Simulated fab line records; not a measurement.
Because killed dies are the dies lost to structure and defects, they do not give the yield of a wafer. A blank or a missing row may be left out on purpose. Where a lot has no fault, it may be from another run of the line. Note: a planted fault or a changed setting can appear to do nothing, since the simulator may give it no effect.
Which tool is to blame? / flow n5-finfet / 30 wafers from 10 lots sampled at 6 of the route's 1938 steps

WHAT EACH GAUGE READ, for each wafer
N5_ILD0_THK_MEAS_13. Usual: thk-nm at 17.5 nm, with a standard deviation of 1.1.
lot=L495; measured=day 3 17:09; on=film-metro-01; thk-nm (nm)=16.7 17.1 16.6; flag=
lot=L496; measured=day 4 02:58; on=film-metro-01; thk-nm (nm)=17.9 15.3 16.8; flag=
lot=L497; measured=day 4 07:50; on=film-metro-02; thk-nm (nm)=15.7 17.1 15.9; flag=
lot=L500; measured=day 5 01:30; on=film-metro-01; thk-nm (nm)=15.4 16.3 15.8; flag=
lot=L505; measured=day 6 04:41; on=film-metro-01; thk-nm (nm)=17.7 16.7 17.4; flag=
lot=L508; measured=day 6 23:41; on=film-metro-02; thk-nm (nm)=17.6 15.8 17.1; flag=
lot=L513; measured=day 8 19:31; on=film-metro-02; thk-nm (nm)=19.0 19.3 19.3; flag=
lot=L516; measured=day 10 16:34; on=film-metro-01; thk-nm (nm)=19.1 17.5 16.0; flag=
lot=L515; measured=day 10 17:29; on=film-metro-01; thk-nm (nm)=17.6 16.3 18.4; flag=
lot=L518; measured=day 10 18:37; on=film-metro-02; thk-nm (nm)=15.4 15.1 15.9; flag=

N5_SDB_OVL_MEAS_12. Usual: for SDB_OVL the level is 0.3 nm and the standard deviation is 0.66.
lot=L495; measured=day 3 17:36; on=overlay-02; SDB_OVL (nm)=-0.8 0.6 -0.9; flag=
lot=L496; measured=day 4 03:23; on=overlay-02; SDB_OVL (nm)=0.0 0.4 -0.9; flag=
lot=L497; measured=day 4 08:17; on=overlay-02; SDB_OVL (nm)=0.4 0.0 -0.2; flag=
lot=L500; measured=day 5 01:55; on=overlay-01; SDB_OVL (nm)=0.5 1.0 1.3; flag=
lot=L505; measured=day 6 05:06; on=overlay-01; SDB_OVL (nm)=-0.4 0.6 0.1; flag=
lot=L508; measured=day 7 00:16; on=overlay-01; SDB_OVL (nm)=-0.4 -0.3 -1.2; flag=
lot=L513; measured=day 8 20:04; on=overlay-02; SDB_OVL (nm)=-0.5 0.7 -0.2; flag=
lot=L516; measured=day 10 17:07; on=overlay-02; SDB_OVL (nm)=0.9 1.1 1.7; flag=
lot=L515; measured=day 10 17:54; on=overlay-02; SDB_OVL (nm)=0.9 1.7 1.4; flag=
lot=L518; measured=day 10 19:10; on=overlay-01; SDB_OVL (nm)=0.0 -0.3 0.1; flag=

N5_SDB_INSPECT_36: inspects for defects (darkfield). Usual: raw-defect-count at 35, with a standard deviation of 14.
lot=L495; measured=day 3 21:49; on=defect-inspect-02; raw-defect-count=40 76 52; flag=
lot=L496; measured=day 4 07:26; on=defect-inspect-01; raw-defect-count=24 34 39; flag=
lot=L497; measured=day 4 12:26; on=defect-inspect-01; raw-defect-count=30 18 18; flag=
lot=L500; measured=day 5 06:11; on=defect-inspect-01; raw-defect-count=22 41 26; flag=
lot=L505; measured=day 6 09:01; on=defect-inspect-01; raw-defect-count=17 39 23; flag=
lot=L508; measured=day 7 05:01; on=defect-inspect-02; raw-defect-count=28 1444 1364; flag=OFF
lot=L513; measured=day 9 01:49; on=defect-inspect-01; raw-defect-count=44 44 34; flag=
lot=L516; measured=day 10 21:01; on=defect-inspect-02; raw-defect-count=16 65 37; flag=
lot=L515; measured=day 10 22:04; on=defect-inspect-01; raw-defect-count=15 17 33; flag=
lot=L518; measured=day 10 23:52; on=defect-inspect-01; raw-defect-count=19 37 50; flag=

N5_BEOL_M4_RC_MEAS_101. Usual: DIBL_N 36.5 mV/V, standard deviation 1.2; DIBL_P 36.5 mV/V, standard deviation 1.6; IOFF_N 0.162 nA/um, standard deviation 0.023; IOFF_P 0.221 nA/um, standard deviation 0.03; ION_N 678 uA/um, standard deviation 8; ION_P 466 uA/um, standard deviation 6.3; SS_N 71.6 mV/dec, standard deviation 0.46; SS_P 73.3 mV/dec, standard deviation 0.57; VT_N 249.2 mV, standard deviation 2.6; VT_P -249 mV, standard deviation 3.3.
lot=L495; measured=day 8 15:49; on=prober-02; DIBL_N (mV/V)=38.6 36.6 37.1; DIBL_P (mV/V)=36.2 34.8 34.5; IOFF_N (nA/um)=0.178 0.144 0.149; IOFF_P (nA/um)=0.225 0.207 0.197; ION_N (uA/um)=683 665 679; ION_P (uA/um)=463 460 463; SS_N (mV/dec)=71.8 71.2 72.2; SS_P (mV/dec)=73.7 73.2 72.9; VT_N (mV)=247.0 249.8 249.5; VT_P (mV)=-252 -250 -252; flag=
lot=L496; measured=day 10 11:47; on=prober-02; DIBL_N (mV/V)=36.0 37.7 38.3; DIBL_P (mV/V)=36.5 39.4 39.4; IOFF_N (nA/um)=0.144 0.172 0.186; IOFF_P (nA/um)=0.206 0.268 0.272; ION_N (uA/um)=675 675 688; ION_P (uA/um)=469 476 475; SS_N (mV/dec)=71.5 71.9 71.6; SS_P (mV/dec)=73.3 73.8 73.1; VT_N (mV)=252.9 246.7 248.1; VT_P (mV)=-250 -247 -244; flag=
lot=L497; measured=day 11 02:35; on=prober-02; DIBL_N (mV/V)=35.9 38.2 34.9; DIBL_P (mV/V)=36.2 38.8 34.9; IOFF_N (nA/um)=0.143 0.187 0.126; IOFF_P (nA/um)=0.197 0.249 0.177; ION_N (uA/um)=676 691 664; ION_P (uA/um)=470 468 458; SS_N (mV/dec)=71.2 71.9 71.0; SS_P (mV/dec)=73.5 74.2 73.4; VT_N (mV)=251.3 247.9 253.5; VT_P (mV)=-252 -249 -254; flag=
lot=L500; measured=day 11 11:25; on=prober-02; DIBL_N (mV/V)=36.1 36.5 35.3; DIBL_P (mV/V)=37.8 37.9 36.7; IOFF_N (nA/um)=0.161 0.169 0.151; IOFF_P (nA/um)=0.257 0.252 0.234; ION_N (uA/um)=681 686 677; ION_P (uA/um)=471 475 470; SS_N (mV/dec)=72.2 72.2 72.2; SS_P (mV/dec)=74.1 73.7 73.3; VT_N (mV)=250.2 248.9 248.3; VT_P (mV)=-245 -245 -245; flag=
lot=L505; measured=day 12 02:00; on=prober-01; DIBL_N (mV/V)=34.8 38.3 37.4; DIBL_P (mV/V)=35.7 39.0 37.6; IOFF_N (nA/um)=0.142 0.199 0.173; IOFF_P (nA/um)=0.203 0.261 0.230; ION_N (uA/um)=668 684 665; ION_P (uA/um)=463 465 458; SS_N (mV/dec)=71.2 72.4 72.0; SS_P (mV/dec)=72.7 74.4 73.6; VT_N (mV)=250.4 245.0 249.0; VT_P (mV)=-250 -247 -251; flag=
lot=L508; measured=day 13 02:37; on=prober-01; DIBL_N (mV/V)=36.6 36.0 37.1; DIBL_P (mV/V)=36.6 36.7 37.6; IOFF_N (nA/um)=0.161 0.152 0.177; IOFF_P (nA/um)=0.226 0.232 0.246; ION_N (uA/um)=682 670 686; ION_P (uA/um)=467 466 471; SS_N (mV/dec)=71.9 71.6 71.3; SS_P (mV/dec)=73.1 73.4 72.5; VT_N (mV)=251.7 251.2 247.3; VT_P (mV)=-247 -251 -246; flag=
lot=L513; measured=day 14 11:44; on=prober-01; DIBL_N (mV/V)=36.2 35.3 34.6; DIBL_P (mV/V)=38.9 38.1 36.3; IOFF_N (nA/um)=0.194 0.165 0.152; IOFF_P (nA/um)=0.254 0.232 0.215; ION_N (uA/um)=695 677 678; ION_P (uA/um)=471 464 465; SS_N (mV/dec)=72.0 72.7 71.9; SS_P (mV/dec)=73.8 72.7 73.0; VT_N (mV)=247.0 248.3 251.2; VT_P (mV)=-246 -248 -247; flag=
lot=L516; measured=day 16 01:32; on=prober-02; DIBL_N (mV/V)=37.5 37.1 35.6; DIBL_P (mV/V)=37.2 36.5 34.3; IOFF_N (nA/um)=0.169 0.147 0.125; IOFF_P (nA/um)=0.210 0.203 0.176; ION_N (uA/um)=675 669 668; ION_P (uA/um)=462 462 459; SS_N (mV/dec)=72.1 72.0 70.9; SS_P (mV/dec)=73.1 72.9 73.2; VT_N (mV)=250.7 251.4 253.9; VT_P (mV)=-251 -249 -252; flag=
lot=L515; measured=day 16 04:32; on=prober-01; DIBL_N (mV/V)=38.0 37.1 36.0; DIBL_P (mV/V)=36.7 35.6 34.9; IOFF_N (nA/um)=0.167 0.155 0.138; IOFF_P (nA/um)=0.214 0.203 0.189; ION_N (uA/um)=674 677 672; ION_P (uA/um)=462 465 464; SS_N (mV/dec)=72.0 71.5 71.7; SS_P (mV/dec)=74.3 72.9 73.1; VT_N (mV)=246.7 248.8 250.6; VT_P (mV)=-249 -250 -249; flag=
lot=L518; measured=day 16 07:52; on=prober-02; DIBL_N (mV/V)=38.1 37.7 39.2; DIBL_P (mV/V)=38.1 36.9 38.9; IOFF_N (nA/um)=0.181 0.170 0.206; IOFF_P (nA/um)=0.251 0.233 0.258; ION_N (uA/um)=678 691 690; ION_P (uA/um)=468 469 463; SS_N (mV/dec)=72.3 72.2 72.1; SS_P (mV/dec)=74.5 74.4 73.9; VT_N (mV)=248.3 249.1 245.9; VT_P (mV)=-249 -247 -249; flag=

TOOL THAT RAN EACH LOT (tool first, then ch and the chambers of the sampled wafers, then the start)
lot=L495; N5_SDB_CMP_30=cmp-02 ch 0,3, day 3 21:30; N5_HKMG_FIN_ALD_75=ald-hk-01 ch 0,1, day 3 23:12
lot=L496; N5_SDB_CMP_30=cmp-04 ch 0,1,2, day 4 07:08; N5_HKMG_FIN_ALD_75=ald-hk-01 ch 0,1,2, day 4 08:41
lot=L497; N5_SDB_CMP_30=cmp-04 ch 1,2,3, day 4 12:07; N5_HKMG_FIN_ALD_75=ald-hk-02 ch 0,1,2, day 4 14:04
lot=L500; N5_SDB_CMP_30=cmp-01 ch 0,1,2, day 5 05:59; N5_HKMG_FIN_ALD_75=ald-hk-03 ch 0,1,2, day 5 07:30
lot=L505; N5_SDB_CMP_30=cmp-04 ch 0,2,3, day 6 08:41; N5_HKMG_FIN_ALD_75=ald-hk-01 ch 0,1,2, day 6 10:05
lot=L508; N5_SDB_CMP_30=cmp-01 ch 0,1, day 7 04:41; N5_HKMG_FIN_ALD_75=ald-hk-03 ch 0,1,2, day 7 06:17
lot=L513; N5_SDB_CMP_30=cmp-04 ch 0,2, day 9 01:32; N5_HKMG_FIN_ALD_75=ald-hk-01 ch 1,2, day 9 02:59
lot=L516; N5_SDB_CMP_30=cmp-04 ch 1,2,3, day 10 20:42; N5_HKMG_FIN_ALD_75=ald-hk-02 ch 0,2,3, day 10 22:06
lot=L515; N5_SDB_CMP_30=cmp-02 ch 1,2, day 10 21:45; N5_HKMG_FIN_ALD_75=ald-hk-01 ch 0,1,2, day 10 23:11
lot=L518; N5_SDB_CMP_30=cmp-04 ch 0,1,3, day 10 23:40; N5_HKMG_FIN_ALD_75=ald-hk-03 ch 1,2, day 11 00:56
- N5_SDB_CMP_30: polishes, stops on poly-Si, t overpolish 1.54 s, target thk 30 nm.
- N5_HKMG_FIN_ALD_75: deposits Al2O3, target thk 1 nm, co reactant pulse time 1 s.

WHAT THE TOOLS THEMSELVES READ (means of the sampled wafers that have a number; where no wafer has one, the mark that the record gives instead)
N5_SDB_CMP_30. Usual: motor-current-A 12.3 A, standard deviation 0.78; overpolish-run-s 1.540 s, standard deviation 0.0097; time-to-endpoint-s 18.2 s, standard deviation 2.3.
lot=L495; tool=cmp-02; motor-current-A (A)=11.3; overpolish-run-s (s)=1.545; time-to-endpoint-s (s)=18.3; flag=
lot=L496; tool=cmp-04; motor-current-A (A)=12.6; overpolish-run-s (s)=1.543; time-to-endpoint-s (s)=17.9; flag=
lot=L497; tool=cmp-04; motor-current-A (A)=12.7; overpolish-run-s (s)=1.536; time-to-endpoint-s (s)=19.4; flag=
lot=L500; tool=cmp-01; motor-current-A (A)=13.0; overpolish-run-s (s)=1.533; time-to-endpoint-s (s)=16.7; flag=
lot=L505; tool=cmp-04; motor-current-A (A)=12.9; overpolish-run-s (s)=1.551; time-to-endpoint-s (s)=17.2; flag=
lot=L508; tool=cmp-01; motor-current-A (A)=12.4; overpolish-run-s (s)=1.540; time-to-endpoint-s (s)=15.9; flag=
lot=L513; tool=cmp-04; motor-current-A (A)=12.2; overpolish-run-s (s)=1.541; time-to-endpoint-s (s)=18.8; flag=
lot=L516; tool=cmp-04; motor-current-A (A)=12.6; overpolish-run-s (s)=1.536; time-to-endpoint-s (s)=22.2; flag=
lot=L515; tool=cmp-02; motor-current-A (A)=12.0; overpolish-run-s (s)=1.546; time-to-endpoint-s (s)=16.4; flag=
lot=L518; tool=cmp-04; motor-current-A (A)=12.7; overpolish-run-s (s)=1.536; time-to-endpoint-s (s)=19.8; flag=

N5_HKMG_FIN_ALD_75. Usual: heater-power-w 147 W, standard deviation 12; precursor-pulse-height-rel 1.000, standard deviation 0.021.
lot=L495; tool=ald-hk-01; heater-power-w (W)=141; precursor-pulse-height-rel=0.999; flag=
lot=L496; tool=ald-hk-01; heater-power-w (W)=151; precursor-pulse-height-rel=1.008; flag=
lot=L497; tool=ald-hk-02; heater-power-w (W)=159; precursor-pulse-height-rel=0.994; flag=
lot=L500; tool=ald-hk-03; heater-power-w (W)=142; precursor-pulse-height-rel=0.974; flag=
lot=L505; tool=ald-hk-01; heater-power-w (W)=150; precursor-pulse-height-rel=1.004; flag=
lot=L508; tool=ald-hk-03; heater-power-w (W)=145; precursor-pulse-height-rel=0.997; flag=
lot=L513; tool=ald-hk-01; heater-power-w (W)=153; precursor-pulse-height-rel=1.011; flag=
lot=L516; tool=ald-hk-02; heater-power-w (W)=150; precursor-pulse-height-rel=0.989; flag=
lot=L515; tool=ald-hk-01; heater-power-w (W)=149; precursor-pulse-height-rel=1.012; flag=
lot=L518; tool=ald-hk-03; heater-power-w (W)=141; precursor-pulse-height-rel=0.997; flag=

THE ANSWER, worked out from the rows above alone
Rule: a lot is off if the mean of its wafers that have a number lies more than 3 standard deviations from the usual mean. A lot without any number at a reading at which 4 lots or more have one is off too. The other lots that the step has rows for count as sound. First the gauges in route order, then the tools' own readings, where a lot's mean is used as printed above. The first step at which some lot is off is used, and at that step the reading that is off furthest; a lot without a number counts as furthest.
Off at N5_SDB_INSPECT_36 (raw-defect-count): L508.
A tool fits if, at a process step before that reading, it ran every lot that is off, and no sound lot after the first of them. Gauges at N5_SDB_INSPECT_36: tried the same way as those tools. One candidate fits, namely cmp-01 at N5_SDB_CMP_30. A fault onset in the window from L500 (day 5 05:59, its last sound lot) to L508 (day 7 04:41, its first lot off) fits.

WHAT THE SIMULATOR HAD PUT IN
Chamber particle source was cmp-01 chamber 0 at N5_SDB_CMP_30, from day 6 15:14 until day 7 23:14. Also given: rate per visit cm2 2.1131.
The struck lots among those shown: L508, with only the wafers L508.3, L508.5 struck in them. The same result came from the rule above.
